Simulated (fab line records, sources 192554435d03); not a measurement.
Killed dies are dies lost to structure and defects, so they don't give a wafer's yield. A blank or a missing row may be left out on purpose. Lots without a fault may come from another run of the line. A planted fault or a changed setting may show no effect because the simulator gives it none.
One fault seen from 3 desks | flow n5_finfet | each desk has only its own numbers; what lay behind them comes last

THE TOOL OWNER'S DESK: rie_diel-04
The tool's own readings at N5_HKMG_FIN_ETCH_54 (etches SiARC in CF4, target depth 45.5 nm, time 75.8 s): means of the sampled wafers that have a number, for each lot that ran on this tool. A lot is out of limits, marked OUT, if its mean lies more than 4 standard deviations from the usual mean; the brackets give that distance.
Columns: A = bias_w at N5_HKMG_FIN_ETCH_54, usual 36.01 W; B = drypump_motor_current_A at N5_HKMG_FIN_ETCH_54, usual 5.8 A; C = etch_rf_on_time_s at N5_HKMG_FIN_ETCH_54, usual 75.5 s; D = oes_product_au at N5_HKMG_FIN_ETCH_54, usual 0.67 a.u.; E = rf_vpp_V at N5_HKMG_FIN_ETCH_54, usual 183.9 V; F = showerhead_plenum_p_Torr at N5_HKMG_FIN_ETCH_54, usual 2.13 Torr; G = throttle_valve_pct at N5_HKMG_FIN_ETCH_54, usual 15.59 %
lot  | first seen here | A     | B   | C               | D    | E     | F    | G
L477 | day 4 03:32     | 36.04 | 5.2 | 75.4            | 0.67 | 183.3 | 2.07 | 15.47
L483 | day 5 16:12     | 35.95 | 6.0 | 60.1 (-13) OUT  | 0.84 | 183.7 | 2.08 | 15.48
L484 | day 6 02:55     | 36.01 | 5.8 | 65.5 (-8.3) OUT | 0.74 | 183.8 | 2.12 | 15.55
L485 | day 6 07:23     | 36.03 | 5.6 | 56.7 (-16) OUT  | 0.78 | 183.8 | 2.11 | 15.44
L495 | day 8 21:24     | 36.21 | 5.9 | 74.6            | 0.69 | 184.3 | 2.07 | 15.62
L497 | day 9 07:54     | 36.03 | 5.4 | 76.1            | 0.62 | 182.5 | 2.10 | 15.65
L498 | day 9 11:04     | 35.90 | 5.6 | 75.5            | 0.62 | 184.0 | 2.10 | 15.48
L499 | day 9 19:40     | 35.99 | 5.4 | 75.9            | 0.66 | 182.3 | 2.06 | 15.70
This desk's finding: out of limits on L483, L484, L485; first on L483, day 5 16:12 (etch_rf_on_time_s at N5_HKMG_FIN_ETCH_54). In limits: L477, L495, L497, L498, L499.

THE METROLOGY DESK
What the gauges read, lot by lot, whatever tool the lot ran on: means of the sampled wafers that have a number. A lot is out of limits, marked OUT, if its mean lies more than 4 standard deviations from the usual mean; the brackets give that distance. Of its 10 readings 7 are shown: those that lie furthest out on some lot.
Columns: A = DIBL_N at N5_BEOL_M4_RC_MEAS_101, usual 35.7 mV/V; B = DIBL_P at N5_BEOL_M4_RC_MEAS_101, usual 36.0 mV/V; C = IOFF_N at N5_BEOL_M4_RC_MEAS_101, usual 0.154 nA/um; D = IOFF_P at N5_BEOL_M4_RC_MEAS_101, usual 0.21 nA/um; E = ION_P at N5_BEOL_M4_RC_MEAS_101, usual 465 uA/um; F = SS_P at N5_BEOL_M4_RC_MEAS_101, usual 73.1 mV/dec; G = VT_P at N5_BEOL_M4_RC_MEAS_101, usual -249 mV
lot  | first seen here | A    | B    | C     | D    | E   | F    | G
L477 | day 8 07:26     | 33.8 | 34.4 | 0.124 | 0.19 | 457 | 72.6 | -251
L483 | day 9 22:26     | 34.2 | 35.1 | 0.127 | 0.21 | 467 | 72.8 | -248
L484 | day 9 22:42     | 36.4 | 37.5 | 0.180 | 0.26 | 465 | 73.2 | -245
L485 | day 10 02:07    | 35.1 | 35.2 | 0.141 | 0.18 | 461 | 73.5 | -254
L489 | day 11 00:29    | 33.7 | 34.9 | 0.127 | 0.20 | 465 | 72.9 | -251
L491 | day 12 06:13    | 33.9 | 33.2 | 0.117 | 0.17 | 462 | 73.1 | -253
L495 | day 12 22:46    | 36.7 | 36.6 | 0.181 | 0.21 | 456 | 73.8 | -251
L499 | day 13 14:23    | 36.8 | 35.7 | 0.160 | 0.20 | 462 | 73.1 | -252
L498 | day 13 16:16    | 36.5 | 34.8 | 0.144 | 0.22 | 472 | 72.3 | -247
L497 | day 13 18:19    | 36.7 | 35.8 | 0.146 | 0.17 | 452 | 72.7 | -256
This desk's finding: nothing out of limits on any of the 10 lots.

THE DEFECT DESK
What the inspections along the route counted, lot by lot: means of the sampled wafers that have a number. A lot is out of limits, marked OUT, if its mean lies more than 4 standard deviations from the usual mean; the brackets give that distance.
Columns: A = raw_defect_count at N5_SDB_INSPECT_36, usual 35
lot  | first seen here | A
L477 | day 4 02:01     | 35
L483 | day 5 14:23     | 41
L484 | day 6 00:47     | 63
L485 | day 6 04:37     | 29
L489 | day 7 04:37     | 35
L491 | day 7 16:52     | 21
L495 | day 8 19:43     | 20
L497 | day 9 06:10     | 51
L498 | day 9 08:59     | 41
L499 | day 9 17:44     | 24
This desk's finding: nothing out of limits on any of the 10 lots.

PUT TOGETHER
The tool owner's desk could have raised an alarm at day 5 16:12, on L483, L484, L485.
The metrology desk saw nothing out of limits.
The defect desk saw nothing out of limits.
The metrology desk has L483, L484, L485 on record, within its limits.
The defect desk has L483, L484, L485 on record, within its limits.
Of the lots named, all ran N5_HKMG_FIN_ETCH_54 on rie_diel-04.

WHAT THE SIMULATOR HAD PUT IN
Process parameter drift: rie_diel-04, from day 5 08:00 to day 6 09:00, at N5_HKMG_FIN_ETCH_54. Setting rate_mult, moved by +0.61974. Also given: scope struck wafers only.
Lots struck among those shown: L483, L484, L485.
Hours from the fault's start to each desk's first reading out of limits: the tool owner's desk, 8.
